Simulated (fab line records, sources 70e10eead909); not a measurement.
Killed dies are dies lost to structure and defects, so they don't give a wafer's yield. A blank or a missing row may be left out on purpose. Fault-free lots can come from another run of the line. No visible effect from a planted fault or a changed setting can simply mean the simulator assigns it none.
Matching of chambers	flow nandHarc	NHARC_A_CONTACT_ETCH_106 on rieDiel-04 has 4 sister chambers
The step etches the open film in CF4/O2, target depth 90 nm, overetch 9 nm, time 49.5 s. 4 wafers are shown with their chamber, then 9 later ones without.

== EACH WAFER AND ITS CHAMBER ==
wafer	chamber	showerheadPlenumPTorr (Torr)
L444.5	1	1.44
L444.6	2	1.28
L450.5	3	1.34
L450.6	0	1.28

== WAFERS WITHOUT THEIR CHAMBER ==
wafer	showerheadPlenumPTorr (Torr)
L449.1	1.34
L449.3	1.43
L449.4	1.28
L452.1	1.34
L452.2	1.28
L452.4	1.43
L454.2	1.28
L454.3	1.34
L454.6	1.43

== EACH ONE'S CHAMBER ==
wafer	from the rows above	in truth
L449.1	3	3
L449.3	1	1
L449.4	can't be placed: 0 or 2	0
L452.1	3	3
L452.2	can't be placed: 0 or 2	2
L452.4	1	1
L454.2	can't be placed: 0 or 2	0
L454.3	3	3
L454.6	1	1
6 of 9 placed correctly. Cannot be placed on the basis of these rows: 3; the candidates contain the true chamber in 3. Wrongly placed: 0.
How it was worked out, from the rows above alone: a wafer's distance from a chamber is the root of the sum, over the readings, of the square of ((its reading less the chamber's mean) divided by the reading's scatter). The wafer belongs to the nearest chamber; if the next one is less than 2 further off, it can't be placed. Each chamber's mean is taken over the wafers shown for it. The scatter: with one shown wafer a chamber, the root of the mean of the squares of how far each hidden wafer lies from its nearest shown one.
